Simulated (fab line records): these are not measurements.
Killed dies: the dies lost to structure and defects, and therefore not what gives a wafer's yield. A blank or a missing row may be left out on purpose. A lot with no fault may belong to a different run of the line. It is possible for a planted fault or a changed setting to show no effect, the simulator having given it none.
fab line records ; flow n5_finfet ; part 1 of 2: steps 1 to 19 of 26
[record] lots = 5; wafers = 15; last_day = 18
route steps=1938 shown MOL_CONTACT_COAG@597
lots that met no fault: from a run of the same line without faults
start_h: hours from the record's opening day to when the first of the lot's shown wafers began ; wait_h: how many hours have passed since the lot's step before this one ; " identical to the entry in the row above ; L1.1+2: a row that stands for several wafers ; - no value, or no start given ; * or withheld: withheld ; < > ~ a bound
route shown NAME@n: names a module that has steps shown in the file, with the first one's number in the route ; usual: the fault-free wafers' mean and standard deviation ; same: alike in all rows ; chamber/n: place in a boat ; sites: readings site by site ; _std_site: how widely they spread, as a standard deviation ; _edge_site: outer sites' mean less inner sites' ; radius_mm: how far each site lies from the wafer's centre ; mask NAME#n: copy n ; behind: the last tool/chamber to shape the wafer ; hold: cause of the lot's hold/its duration in hours/its outcome ; device: the n, p or np transistor that did not switch ; end of line: tests run on the same wafers once the route is complete ; where a step has no rows: the recipe by itself ; killed: the dies lost at the first sort to structure and to defects; this is not the yield of the wafer ; map: the dies of a wafer, with x for killed, . for not killed, _ for no die there
set.NAME: the run value of the setting; set.NAME@STEP: its run value at that earlier step ; model.NAME: the simulator's own value behind a step, which no gauge read
a table for each step, a row for each wafer; lots at some steps of the route
services: from which hour (start_h, from the record's first day; less than 0 if before it) a tool's chamber was out of use, for how many hours, and why
[[steps]]
[step N5_MOL_CONTACT_COAG_EBR_36]
[recipe] solvent = PGMEA; ebr_width_mm = 1.5
lot.wafer;tool;chamber;start_h;wait_h
L088.2+3+4;litho_track-05;0;-;-
L090.3+4+5;litho_track-04;0;-;-
L095.1+3+6;litho_track-01;0;-;-
L094.2+4+5;litho_track-01;0;-;-
L096.2+3+6;litho_track-04;0;-;-
[step N5_MOL_CONTACT_COAG_SOFTBAKE_35]
[recipe] temp_c = 110; time_s = 60; resist = CAR-EUV
lot.wafer;tool;chamber;start_h;wait_h
L088.2+3+4;litho_track-05;0;-;-
L090.3+4+5;litho_track-04;0;-;-
L095.1+3+6;litho_track-01;0;-;-
L094.2+4+5;litho_track-01;0;-;-
L096.2+3+6;litho_track-04;0;-;-
[step N5_MOL_CONTACT_COAG_EXPOSE_37]
[recipe] mask_id = VD; na = 0.33; source_shape = annular; sigma_inner = 0.3; sigma_outer = 0.7; polarization = unpolarized; defocus_nm = 0; dose_mj = 62
[same] sigma_inner = 0.3
lot.wafer;tool;chamber;start_h;wait_h;mask
L088.2+3+4;euv_scanner-01;0;181.01;-;VD#0
L090.3+4+5;euv_scanner-02;0;201.31;-;VD#0
L095.1+3+6;euv_scanner-01;0;228.94;-;VD#0
L094.2+4+5;euv_scanner-02;0;229.88;-;VD#0
L096.2+3+6;euv_scanner-02;0;232.98;-;VD#0
[step N5_MOL_CONTACT_COAG_PEB_38]
[recipe] peb_temp_c = 100; peb_time_s = 60; resist = CAR-EUV
lot.wafer;tool;chamber;start_h;wait_h
L088.2+3+4;litho_track-05;0;181.08;0.1
L090.3+4+5;litho_track-05;0;201.37;0.1
L095.1+3+6;litho_track-04;0;229.01;0.1
L094.2+4+5;litho_track-05;0;229.94;0.1
L096.2+3+6;litho_track-05;0;233.05;0.1
[step N5_MOL_CONTACT_COAG_DEVELOP_39]
[recipe] develop_time_s = 30; developer = TMAH; resist = CAR-EUV; rinse_liquid = surfactant_rinse; dry = air_spin; dev_temp_c = 23
lot.wafer;tool;chamber;start_h;wait_h
L088.2+3+4;litho_track-05;0;-;-
L090.3+4+5;litho_track-05;0;-;-
L095.1+3+6;litho_track-04;0;-;-
L094.2+4+5;litho_track-05;0;-;-
L096.2+3+6;litho_track-05;0;-;-
[step N5_MOL_CONTACT_COAG_CD_MEAS_40]
[recipe] target_cd_nm = 25.1; landing_energy_ev = 500; detector = se_inlens; polarity = opening
[usual] cd_nm = 25.16/0.27
lot.wafer;tool;chamber;start_h;wait_h;cd_nm
L088.2;cd_sem-03;0;181.15;-;24.71
L088.3;cd_sem-03;0;181.15;-;24.56
L088.4;cd_sem-03;0;181.15;-;25.22
L090.3;cd_sem-03;0;201.44;-;25.05
L090.4;cd_sem-03;0;201.44;-;25.38
L090.5;cd_sem-03;0;201.44;-;25.12
L095.1;cd_sem-01;0;229.08;-;25.33
L095.3;cd_sem-01;0;229.08;-;25.57
L095.6;cd_sem-01;0;229.08;-;25.66
L094.2;cd_sem-02;0;230.01;-;25.37
L094.4;cd_sem-02;0;230.01;-;25.19
L094.5;cd_sem-02;0;230.01;-;25.32
L096.2;cd_sem-02;0;233.12;-;25.14
L096.3;cd_sem-02;0;233.12;-;25.61
L096.6;cd_sem-02;0;233.12;-;25.18
[step N5_MOL_CONTACT_COAG_OVL_MEAS_41]
[recipe] points_per_wafer = 522
[usual] VD_OVL = -0.2/0.66
lot.wafer;tool;chamber;start_h;wait_h;VD_OVL[nm]
L088.2;overlay-02;0;181.18;0.0;-0.6
L088.3;overlay-02;0;181.18;0.0;0.4
L088.4;overlay-02;0;181.18;0.0;-0.8
L090.3;overlay-02;0;201.48;0.0;0.2
L090.4;overlay-02;0;201.48;0.0;0.7
L090.5;overlay-02;0;201.48;0.0;0.4
L095.1;overlay-02;0;229.11;0.0;-0.5
L095.3;overlay-02;0;229.11;0.0;0.6
L095.6;overlay-02;0;229.11;0.0;0.9
L094.2;overlay-01;0;230.05;0.0;-2.1
L094.4;overlay-01;0;230.05;0.0;-1.0
L094.5;overlay-01;0;230.05;0.0;-1.1
L096.2;overlay-02;0;233.15;0.0;0.4
L096.3;overlay-02;0;233.15;0.0;0.4
L096.6;overlay-02;0;233.15;0.0;-0.6
[step N5_MOL_CONTACT_COAG_INSPECT_42]
[recipe] mode = adi; inspect_instrument = brightfield
[usual] raw_defect_count = 191/48
lot.wafer;tool;chamber;start_h;wait_h;raw_defect_count
L088.2;defect_inspect-02;-;181.24;0.0;181
L088.3;defect_inspect-02;-;181.24;0.0;204
L088.4;defect_inspect-02;-;181.24;0.0;148
L090.3;defect_inspect-02;-;201.53;0.0;263
L090.4;defect_inspect-02;-;201.53;0.0;198
L090.5;defect_inspect-02;-;201.53;0.0;148
L095.1;defect_inspect-01;-;229.17;0.1;235
L095.3;defect_inspect-01;-;229.17;0.1;221
L095.6;defect_inspect-01;-;229.17;0.1;234
L094.2;defect_inspect-02;-;230.10;0.0;174
L094.4;defect_inspect-02;-;230.10;0.0;155
L094.5;defect_inspect-02;-;230.10;0.0;200
L096.2;defect_inspect-01;-;233.21;0.0;204
L096.3;defect_inspect-01;-;233.21;0.0;112
L096.6;defect_inspect-01;-;233.21;0.0;160
[step N5_MOL_CONTACT_COAG_DESCUM_45]
[recipe] chemistry = O2; time_s = 7; source_power_w = 50; bias_power_w = 20; pressure_mtorr = 20; rf_frequency_hz = 2.712e+07; temp_c = 40; resist = CAR-EUV; o2_flow_sccm = 225
[usual] drypump_motor_current_A = 5.7/0.45; oes_product_au = 0.76/0.088; rf_vpp_V = 242.9/1.7; showerhead_plenum_p_Torr = 2.08/0.1; throttle_valve_pct = 20.50/0.14
lot.wafer;tool;chamber;start_h;wait_h;drypump_motor_current_A;oes_product_au;rf_hours_counter_h;rf_vpp_V;showerhead_plenum_p_Torr;throttle_valve_pct
L088.2;rie_diel-05;2;181.27;0.0;5.4;0.68;241;240.2;1.98;20.48
L088.3;rie_diel-05;1;181.27;0.0;6.6;0.98;10;246.2;2.25;20.56
L088.4;rie_diel-05;0;181.27;0.0;5.3;0.75;156;240.3;1.90;20.57
L090.3;rie_diel-06;1;201.56;0.0;5.8;0.71;247;242.4;2.05;20.67
L090.4;rie_diel-06;2;201.56;0.0;5.6;0.69;220;242.2;1.99;20.54
L090.5;rie_diel-06;0;201.56;0.0;6.0;0.76;-;243.1;2.20;20.64
L095.1;rie_diel-06;0;229.38;0.2;6.0;0.75;162;244.1;2.20;20.67
L095.3;rie_diel-06;3;229.38;0.2;5.7;0.77;147;244.1;2.19;20.55
L095.6;rie_diel-06;1;229.38;0.2;5.8;0.96;-;241.7;2.05;20.23
L094.2;rie_diel-01;1;230.16;0.1;6.1;0.71;213;243.2;2.05;20.52
L094.4;rie_diel-01;0;230.16;0.1;5.4;0.78;99;242.2;2.12;20.33
L094.5;rie_diel-01;3;230.16;0.1;5.3;0.71;-;242.0;2.06;20.40
L096.2;rie_diel-05;2;233.33;0.1;5.5;0.99;1;244.8;2.24;20.04
L096.3;rie_diel-05;3;233.33;0.1;5.1;0.71;226;242.3;2.06;20.46
L096.6;rie_diel-05;3;233.33;0.1;5.1;0.70;-;242.1;2.06;20.46
[step N5_MOL_CONTACT_COAG_ETCH_65]
[recipe] chemistry = N2/H2; target = underlayer; target_depth_a = 130; mask_material = CAR-EUV; time_s = 10.4; ion_energy_ev = 200; pressure_mtorr = 30; source_w = 840; bias_w = 150; n2_flow_sccm = 200; h2_flow_sccm = 200; ends = cleared
[usual] drypump_motor_current_A = 5.7/0.45; etch_rf_on_time_s = 10.45/0.26; oes_product_au = 0.65/0.072; rf_vpp_V = 524/3.4; showerhead_plenum_p_Torr = 2.53/0.12; throttle_valve_pct = 17.95/0.22
lot.wafer;tool;chamber;start_h;wait_h;drypump_motor_current_A;etch_rf_on_time_s;oes_product_au;rf_hours_counter_h;rf_vpp_V;showerhead_plenum_p_Torr;throttle_valve_pct
L088.2;rie_diel-05;2;181.30;0.0;5.5;10.69;0.58;241;520;2.40;17.92
L088.3;rie_diel-05;1;181.30;0.0;6.6;10.17;0.83;10;528;2.74;17.97
L088.4;rie_diel-05;0;181.30;0.0;5.3;10.39;0.65;156;517;2.35;18.22
L090.3;rie_diel-06;1;201.60;0.0;5.7;10.18;0.61;247;520;2.52;18.37
L090.4;rie_diel-06;2;201.60;0.0;5.6;10.05;0.60;220;519;2.41;17.96
L090.5;rie_diel-06;0;201.60;0.0;6.0;10.85;0.64;-;527;2.65;17.94
L095.1;rie_diel-06;0;229.42;0.0;6.1;10.85;0.63;162;527;2.64;17.96
L095.3;rie_diel-06;3;229.42;0.0;5.7;10.45;0.66;147;527;2.63;17.73
L095.6;rie_diel-06;1;229.42;0.0;5.8;10.03;0.83;-;523;2.51;17.88
L094.2;rie_diel-01;1;230.20;0.0;6.1;10.74;0.59;213;523;2.53;18.21
L094.4;rie_diel-01;0;230.20;0.0;5.5;10.57;0.66;99;525;2.56;17.68
L094.5;rie_diel-01;3;230.20;0.0;5.3;10.44;0.60;-;523;2.52;17.92
L096.2;rie_diel-05;2;233.37;0.0;5.5;10.14;0.84;1;528;2.72;17.44
L096.3;rie_diel-05;3;233.37;0.0;5.1;10.38;0.60;226;525;2.49;17.83
L096.6;rie_diel-05;3;233.37;0.0;5.1;10.46;0.60;-;523;2.49;17.81
[step N5_MOL_CONTACT_COAG_ETCH_66]
[recipe] chemistry = CF4; target = SiARC; target_depth_a = 130; mask_material = CAR-EUV; time_s = 21.7; ion_energy_ev = 80; pressure_mtorr = 40; source_w = 545; bias_w = 36; Ar_flow_sccm = 100; cf4_flow_sccm = 100; ends = cleared
[usual] drypump_motor_current_A = 5.7/0.45; etch_rf_on_time_s = 21.8/0.52; oes_product_au = 0.65/0.073; rf_vpp_V = 183.9/1.3; showerhead_plenum_p_Torr = 2.14/0.095; throttle_valve_pct = 15.71/0.18
lot.wafer;tool;chamber;start_h;wait_h;drypump_motor_current_A;etch_rf_on_time_s;oes_product_au;rf_hours_counter_h;rf_vpp_V;showerhead_plenum_p_Torr;throttle_valve_pct
L088.2;rie_diel-05;2;181.32;0.0;5.4;22.5;0.58;241;182.9;2.03;15.70
L088.3;rie_diel-05;1;181.32;0.0;6.6;21.1;0.83;10;185.9;2.29;15.63
L088.4;rie_diel-05;0;181.32;0.0;5.3;21.9;0.64;156;182.2;1.97;15.82
L090.3;rie_diel-06;1;201.62;0.0;5.8;21.0;0.61;247;182.5;2.13;16.05
L090.4;rie_diel-06;2;201.62;0.0;5.6;21.0;0.61;220;182.1;2.03;15.69
L090.5;rie_diel-06;0;201.62;0.0;6.0;22.6;0.64;-;183.4;2.22;15.59
L095.1;rie_diel-06;0;229.43;0.0;6.0;22.7;0.63;162;184.6;2.21;15.60
L095.3;rie_diel-06;3;229.43;0.0;5.8;21.9;0.66;147;185.6;2.24;15.74
L095.6;rie_diel-06;1;229.43;0.0;5.7;21.0;0.83;-;183.9;2.13;15.53
L094.2;rie_diel-01;1;230.22;0.0;6.1;22.0;0.60;213;182.9;2.13;15.98
L094.4;rie_diel-01;0;230.22;0.0;5.5;21.6;0.66;99;184.8;2.15;15.40
L094.5;rie_diel-01;3;230.22;0.0;5.3;21.8;0.60;-;184.0;2.11;15.70
L096.2;rie_diel-05;2;233.39;0.0;5.4;21.4;0.83;1;186.6;2.28;15.21
L096.3;rie_diel-05;3;233.39;0.0;5.1;21.9;0.60;226;185.0;2.12;15.76
L096.6;rie_diel-05;3;233.39;0.0;5.1;21.8;0.61;-;184.7;2.12;15.75
[step N5_MOL_CONTACT_COAG_ALD_133]
[recipe] material = SiO2; target_thk_a = 50; temp_c = 100; ald_precursor_family = BDEAS; ald_co_reactant = O2-plasma; pulse_time_s = 1; co_reactant_pulse_time_s = 1; purge_time_s = 2; co_reactant_purge_time_s = 2; ald_cycles = 35; pressure_torr = 2
[usual] heater_power_w = 78/9.3; precursor_pulse_height_rel = 0.997/0.02
lot.wafer;tool;chamber;start_h;wait_h;heater_power_w;precursor_pulse_height_rel;since_wet_clean_h
L088.2;ald_sin-01;1;181.40;0.1;64;0.951;278
L088.3;ald_sin-01;2;181.40;0.1;88;0.971;278
L088.4;ald_sin-01;3;181.40;0.1;73;1.038;278
L090.3;ald_sin-01;0;201.70;0.1;75;1.003;298
L090.4;ald_sin-01;2;201.70;0.1;85;1.007;298
L090.5;ald_sin-01;2;201.70;0.1;89;0.993;-
L095.1;ald_sin-02;2;229.51;0.1;79;0.996;130
L095.3;ald_sin-02;0;229.51;0.1;73;0.995;130
L095.6;ald_sin-02;1;229.51;0.1;68;0.990;-
L094.2;ald_sin-04;2;230.43;0.2;89;1.012;40
L094.4;ald_sin-04;3;230.43;0.2;90;0.987;40
L094.5;ald_sin-04;0;230.43;0.2;84;0.988;-
L096.2;ald_sin-02;1;233.48;0.1;69;0.968;134
L096.3;ald_sin-02;3;233.48;0.1;72;0.988;134
L096.6;ald_sin-02;1;233.48;0.1;66;0.984;-
[step N5_MOL_CONTACT_COAG_ETCHBACK_134]
[recipe] chemistry = CHF3; target = SiO2; target_depth_a = 100; time_s = 6.7; ion_energy_ev = 200; pressure_mtorr = 30; source_w = 610; bias_w = 170; Ar_flow_sccm = 200; CHF3_flow_sccm = 50
[usual] drypump_motor_current_A = 5.7/0.41; oes_f_703_au = 0.75/0.058; oes_product_au = 0.75/0.064; rf_vpp_V = 523/7.4; showerhead_plenum_p_Torr = 2.39/0.09; throttle_valve_pct = 18.78/0.15
lot.wafer;tool;chamber;start_h;wait_h;drypump_motor_current_A;oes_f_703_au;oes_product_au;rf_hours_counter_h;rf_vpp_V;showerhead_plenum_p_Torr;throttle_valve_pct
L088.2;rie_diel-06;2;181.58;0.1;5.6;0.72;0.70;212;526;2.25;18.72
L088.3;rie_diel-06;3;181.58;0.1;5.7;0.76;0.80;129;537;2.49;18.79
L088.4;rie_diel-06;0;181.58;0.1;6.0;0.75;0.75;145;520;2.47;18.71
L090.3;rie_diel-01;1;201.88;0.1;6.1;0.72;0.69;204;509;2.35;18.94
L090.4;rie_diel-01;3;201.88;0.1;5.3;0.71;0.71;226;528;2.36;18.75
L090.5;rie_diel-01;3;201.88;0.1;5.3;0.71;0.71;-;526;2.36;18.78
L095.1;rie_diel-01;1;229.76;0.2;6.1;0.71;0.69;213;510;2.35;18.94
L095.3;rie_diel-01;2;229.76;0.2;6.4;0.69;0.67;249;525;2.43;18.74
L095.6;rie_diel-01;0;229.76;0.2;5.5;0.77;0.77;-;520;2.40;18.55
L094.2;rie_diel-01;2;230.61;0.1;6.3;0.69;0.68;249;524;2.43;18.75
L094.4;rie_diel-01;1;230.61;0.1;6.1;0.71;0.69;213;508;2.35;18.97
L094.5;rie_diel-01;2;230.61;0.1;6.4;0.69;0.67;-;523;2.43;18.73
L096.2;rie_diel-01;2;233.66;0.1;6.4;0.68;0.67;250;524;2.43;18.74
L096.3;rie_diel-01;1;233.66;0.1;6.1;0.71;0.69;214;510;2.35;18.95
L096.6;rie_diel-01;3;233.66;0.1;5.3;0.71;0.70;-;527;2.35;18.79
[step N5_MOL_CONTACT_COAG_ETCH_67]
[recipe] chemistry = N2/H2; target = SOC; target_depth_a = 600; overetch_a = 210; mask_material = SiARC; temp_c = 40; time_s = 101.2; ion_energy_ev = 200; pressure_mtorr = 30; source_w = 840; bias_w = 150; n2_flow_sccm = 200; h2_flow_sccm = 200
[usual] drypump_motor_current_A = 5.7/0.41; oes_product_au = 0.63/0.051; rf_vpp_V = 524.1/2.9; showerhead_plenum_p_Torr = 2.55/0.095; throttle_valve_pct = 17.88/0.22
lot.wafer;tool;chamber;start_h;wait_h;drypump_motor_current_A;oes_product_au;rf_hours_counter_h;rf_vpp_V;showerhead_plenum_p_Torr;throttle_valve_pct
L088.2;rie_diel-06;2;181.62;0.0;5.6;0.59;212;522.4;2.41;17.89
L088.3;rie_diel-06;3;181.62;0.0;5.8;0.66;129;527.9;2.64;17.66
L088.4;rie_diel-06;0;181.62;0.0;6.0;0.64;145;528.1;2.65;17.90
L090.3;rie_diel-01;1;201.92;0.0;6.1;0.59;204;523.0;2.53;18.16
L090.4;rie_diel-01;3;201.92;0.0;5.3;0.59;226;521.2;2.53;17.87
L090.5;rie_diel-01;3;201.92;0.0;5.3;0.60;-;522.9;2.53;17.87
L095.1;rie_diel-01;1;229.79;0.0;6.1;0.59;213;522.0;2.53;18.18
L095.3;rie_diel-01;2;229.79;0.0;6.4;0.57;249;525.2;2.60;17.74
L095.6;rie_diel-01;0;229.79;0.0;5.5;0.65;-;524.7;2.56;17.64
L094.2;rie_diel-01;2;230.64;0.0;6.3;0.56;249;526.1;2.60;17.74
L094.4;rie_diel-01;1;230.64;0.0;6.1;0.59;213;522.8;2.53;18.17
L094.5;rie_diel-01;2;230.64;0.0;6.4;0.57;-;524.4;2.60;17.75
L096.2;rie_diel-01;2;233.69;0.0;6.4;0.56;250;525.2;2.60;17.76
L096.3;rie_diel-01;1;233.69;0.0;6.1;0.59;214;521.8;2.53;18.17
L096.6;rie_diel-01;3;233.69;0.0;5.3;0.59;-;521.7;2.52;17.89
[step N5_MOL_CONTACT_COAG_STRIP_68]
[recipe] chemistry = N2/H2; temp_c = 40; n2_flow_sccm = 200; h2_flow_sccm = 200; rf_frequency_hz = 6e+07
lot.wafer;tool;chamber;start_h;wait_h
L088.2+3+4;rie_diel-06;2,3,0;181.69;0.0
L090.3+4+5;rie_diel-01;1,3,3;201.99;0.0
L095.1+3+6;rie_diel-01;1,2,0;229.86;0.0
L094.2+4+5;rie_diel-01;2,1,2;230.71;0.0
L096.2+3+6;rie_diel-01;2,1,3;233.76;0.0
[step N5_MOL_CONTACT_COAG_STRIP_69]
[recipe] chemistry = N2/H2; temp_c = 40; n2_flow_sccm = 200; h2_flow_sccm = 200; rf_frequency_hz = 6e+07
lot.wafer;tool;chamber;start_h;wait_h
L088.2+3+4;rie_diel-06;2,3,0;181.70;0.0
L090.3+4+5;rie_diel-01;1,3,3;202.00;0.0
L095.1+3+6;rie_diel-01;1,2,0;229.87;0.0
L094.2+4+5;rie_diel-01;2,1,2;230.72;0.0
L096.2+3+6;rie_diel-01;2,1,3;233.77;0.0
[step N5_MOL_CONTACT_COAG_ETCHBACK_136]
[recipe] chemistry = CHF3; target = SiO2; target_depth_a = 250; time_s = 16.7; ion_energy_ev = 200; pressure_mtorr = 30; source_w = 610; bias_w = 170; Ar_flow_sccm = 200; CHF3_flow_sccm = 50
[usual] drypump_motor_current_A = 5.7/0.41; oes_f_703_au = 0.75/0.058; oes_product_au = 0.75/0.064; rf_vpp_V = 523/7.4; showerhead_plenum_p_Torr = 2.39/0.09; throttle_valve_pct = 18.78/0.15
lot.wafer;tool;chamber;start_h;wait_h;drypump_motor_current_A;oes_f_703_au;oes_product_au;rf_hours_counter_h;rf_vpp_V;showerhead_plenum_p_Torr;throttle_valve_pct
L088.2;rie_diel-06;2;181.71;0.0;5.6;0.72;0.71;212;525;2.25;18.73
L088.3;rie_diel-06;3;181.71;0.0;5.7;0.77;0.79;129;535;2.49;18.80
L088.4;rie_diel-06;0;181.71;0.0;6.0;0.75;0.77;145;519;2.47;18.73
L090.3;rie_diel-01;1;202.01;0.0;6.1;0.72;0.70;204;510;2.35;18.93
L090.4;rie_diel-01;3;202.01;0.0;5.3;0.72;0.71;226;528;2.36;18.77
L090.5;rie_diel-01;3;202.01;0.0;5.3;0.71;0.72;-;527;2.36;18.77
L095.1;rie_diel-01;1;229.88;0.0;6.1;0.71;0.69;213;510;2.35;18.96
L095.3;rie_diel-01;2;229.88;0.0;6.3;0.69;0.67;249;524;2.43;18.74
L095.6;rie_diel-01;0;229.88;0.0;5.4;0.77;0.77;-;519;2.40;18.57
L094.2;rie_diel-01;2;230.73;0.0;6.3;0.69;0.67;249;526;2.43;18.75
L094.4;rie_diel-01;1;230.73;0.0;6.1;0.71;0.69;213;509;2.35;18.97
L094.5;rie_diel-01;2;230.73;0.0;6.3;0.69;0.67;-;524;2.43;18.74
L096.2;rie_diel-01;2;233.78;0.0;6.3;0.69;0.67;250;524;2.43;18.75
L096.3;rie_diel-01;1;233.78;0.0;6.1;0.70;0.69;214;511;2.35;18.95
L096.6;rie_diel-01;3;233.78;0.0;5.3;0.70;0.70;-;528;2.35;18.76
[step N5_MOL_CONTACT_COAG_STRIP_120]
[recipe] chemistry = CHF3; resist = SiARC; rf_frequency_hz = 6e+07
lot.wafer;tool;chamber;start_h;wait_h
L088.2+3+4;rie_diel-06;2,3,0;181.73;0.0
L090.3+4+5;rie_diel-01;1,3,3;202.03;0.0
L095.1+3+6;rie_diel-01;1,2,0;229.91;0.0
L094.2+4+5;rie_diel-01;2,1,2;230.76;0.0
L096.2+3+6;rie_diel-01;2,1,3;233.80;0.0
[step N5_MOL_CONTACT_COAG_VIA_ETCH_117]
[recipe] chemistry = C4F6/O2; target_depth_a = 400; overetch_a = 80; mask_material = SOC; target = SiO2; bias_w = 455; pressure_mtorr = 10; time_s = 26; source_w = 325; Ar_flow_sccm = 300; C4F6_flow_sccm = 10; O2_flow_sccm = 10; ion_energy_ev = 575.3; ends = end_point
[usual] C4F6_flow_sccm = 10.000/0.029; O2_flow_sccm = 10.00/0.032; drypump_motor_current_A = 5.7/0.41; oes_f_703_au = 0.75/0.058; oes_product_au = 0.68/0.055; rf_vpp_V = 1583/21; showerhead_plenum_p_Torr = 2.85/0.11; throttle_valve_pct = 41.2/0.38
lot.wafer;tool;chamber;start_h;wait_h;C4F6_flow_sccm;O2_flow_sccm;drypump_motor_current_A;oes_f_703_au;oes_product_au;rf_hours_counter_h;rf_vpp_V;showerhead_plenum_p_Torr;throttle_valve_pct
L088.2;rie_diel-06;2;181.74;0.0;10.005;10.01;5.6;0.73;0.62;212;1592;2.69;40.9
L088.3;rie_diel-06;3;181.74;0.0;9.971;10.03;5.8;0.77;0.70;129;1618;2.96;41.2
L088.4;rie_diel-06;0;181.74;0.0;9.944;9.96;6.0;0.75;0.70;145;1571;2.95;41.5
L090.3;rie_diel-01;1;202.04;0.0;9.977;9.96;6.1;0.71;0.65;204;1546;2.81;40.7
L090.4;rie_diel-01;3;202.04;0.0;10.012;10.01;5.3;0.71;0.64;226;1597;2.82;40.9
L090.5;rie_diel-01;3;202.04;0.0;9.980;9.98;5.3;0.71;0.65;-;1597;2.82;40.9
L095.1;rie_diel-01;1;229.92;0.0;9.993;10.00;6.1;0.70;0.64;213;1547;2.80;40.8
L095.3;rie_diel-01;2;229.92;0.0;10.028;10.03;6.4;0.69;0.60;249;1587;2.90;40.7
L095.6;rie_diel-01;0;229.92;0.0;10.015;9.93;5.5;0.78;0.70;-;1574;2.86;41.0
L094.2;rie_diel-01;2;230.77;0.0;9.994;9.95;6.4;0.69;0.61;249;1588;2.90;40.7
L094.4;rie_diel-01;1;230.77;0.0;9.970;10.01;6.1;0.70;0.64;213;1547;2.80;40.8
L094.5;rie_diel-01;2;230.77;0.0;10.010;10.02;6.4;0.69;0.60;-;1589;2.90;40.7
L096.2;rie_diel-01;2;233.81;0.0;10.036;9.99;6.4;0.68;0.60;250;1588;2.90;40.7
L096.3;rie_diel-01;1;233.81;0.0;10.021;10.03;6.1;0.71;0.65;214;1546;2.80;40.8
L096.6;rie_diel-01;3;233.81;0.0;10.025;9.93;5.3;0.70;0.64;-;1598;2.81;40.9
